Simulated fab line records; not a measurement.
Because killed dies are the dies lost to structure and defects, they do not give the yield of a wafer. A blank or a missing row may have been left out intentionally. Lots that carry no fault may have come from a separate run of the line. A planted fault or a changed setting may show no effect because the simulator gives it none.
A lot that was struck, set against a sound lot	flow n5_finfet	16 steps out of a route of 1938
Sound: the wafers L726.1, L726.4, L726.5. Struck: wafers L737.1, L737.4, L737.5. Last of all comes the cause.
For every step that has rows: the tool of each side, followed by ch and its chambers, followed by its first start. Under that, the readings that differ: sound wafers	struck wafers	difference of the means	sigmas: that difference in standard deviations of wafers without a fault.
alike: a reading whose means differ by less than 2 such deviations, as well as words and numbers matching on both sides. not compared: withheld readings; readings where some wafer has no value; bounds like >300 that might hide an equal value; numbers whose values overlap and for which the record gives no deviation.
A row with sigmas, a row that says differs or no value, or rows on one side alone: a step with any of these is where the two part. Numbers that have no deviation but don't overlap get no sigmas and don't part them. Lack of a reading on every wafer of one side parts them only where that side has two or more wafers.

first, 1 step without rows for these wafers: N5_SD_EPI_P_STRIP_38 (strips in N2/H2).
N5_SD_EPI_P_ETCHBACK_46: etches SiNx in CH3F/O2, stops on SiO2, target depth 17.5 nm.
  sound on rie_diel-01 ch 0,1,2, day 4 17:16; struck on rie_diel-04 ch 0,1,3, day 7 10:50
  alike: drypump_motor_current_A, oes_product_au, rf_vpp_V, showerhead_plenum_p_Torr, throttle_valve_pct
  not compared: rf_hours_counter_h
N5_SD_EPI_P_ETCH_47: etches SiOCN in CH3F/O2, target depth 25 nm.
  sound on rie_diel-01 ch 0,1,2, day 4 17:22; struck on rie_diel-04 ch 0,1,3, day 7 10:56
  alike: drypump_motor_current_A, oes_product_au, rf_vpp_V, showerhead_plenum_p_Torr, throttle_valve_pct
  not compared: rf_hours_counter_h
N5_SD_EPI_P_ETCH_16: etches SiO2 in CHF3/O2, target depth 5 nm.
  sound on rie_diel-01 ch 0,1,2, day 4 17:28; struck on rie_diel-04 ch 0,1,3, day 7 11:02
  alike: drypump_motor_current_A, oes_product_au, rf_vpp_V, showerhead_plenum_p_Torr, throttle_valve_pct
  not compared: rf_hours_counter_h
then, 1 step without rows for these wafers: N5_SD_EPI_P_STRIP_50 (strips in CHF3/O2).
N5_SD_EPI_P_SD_RECESS_17: chemistry HBr/Cl2/O2, target depth 39.1 nm, bt time 3 s.
  sound on rie_si-02 ch 0,1,3, day 4 17:32; struck on rie_si-02 ch 0,2,3, day 7 11:07
  alike: drypump_motor_current_A, he_backside_leak_sccm, oes_product_au, throttle_valve_pct
  not compared: rf_hours_counter_h
then, 1 step without rows for these wafers: N5_SD_EPI_P_WET_ETCH_45 (etches SiO2 in dHF, time 10.7 s, target depth 2 nm, rinse time 30 s).
N5_SD_EPI_P_STRIP_40: strips in N2/H2.
  sound on plasma_asher-01 ch 0,1, day 4 17:41; struck on plasma_asher-01 ch 0,1, day 7 11:15
  alike: drypump_motor_current_A, h2_flow_sccm, heater_power_w, oes_product_au
  not compared: rf_hours_counter_h
then, 4 steps without rows for these wafers: N5_SD_EPI_P_PRECLEAN_52 (cleans in O3/DIW, time 60 s); N5_SD_EPI_P_SRD_20 (time 30 s); N5_SD_EPI_P_PRECLEAN_51 (cleans in NF3:NH3, afs cycles 1, time 20 s, sublimation time 60 s); N5_SD_EPI_P_VAPOR_ETCH_44 (etches SiGe30 in NF3/Ar, time 3.3 s).
N5_SD_EPI_P_EPI_21: deposits SiGe:B, time 355 s.
  struck on epi_rpcvd-04, day 7 11:46; sound on epi_rpcvd-03 ch 0, day 4 18:12
  no value came back on the struck wafers for chamber_pressure_Torr (Torr), epi_growth_time_s (s); on the sound wafers chamber_pressure_Torr (Torr) reads 20.00 19.96 19.94
then, 1 step without rows for these wafers: N5_SD_EPI_P_HM_STRIP_48 (strips SiNx in H3PO4, material SiNx, target depth 3 nm).
N5_BEOL_M4_RC_MEAS_101:
  the record has rows for the sound wafers here (prober-02 ch 0, day 9 13:59) and none for the struck ones
-- the record jumps here: 9 days lie between the struck wafers' starts before and after (it left off in module BEOL_M4 and takes up again in module PASSIVATION, whose first step shown is number 1936 of the route) --
N5_PASSIVATION_PROBE_49:
  sound on prober-01, day 13 21:04; struck on prober-01, day 16 03:26
reading	sound	struck	difference	sigmas
killed_at_front_end	39 47 55	1117 1101 1130	+1069	+89
killed_dies	107 102 116	1180 1180 1180	+1072	+60
killed_on_rim	15 14 14	152 152 152	+138	+34
  alike: killed_at_M0_to_M3, killed_at_M4_up, killed_at_contacts, killed_at_other, killed_open, killed_short

WHERE THEY PART
Earliest at N5_SD_EPI_P_EPI_21; latest, in this record, at N5_PASSIVATION_PROBE_49.

WHY: whatever the simulator had introduced
At N5_SD_EPI_P_EPI_21, the step was skipped entirely on epi_rpcvd-04 from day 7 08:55 on. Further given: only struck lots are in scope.
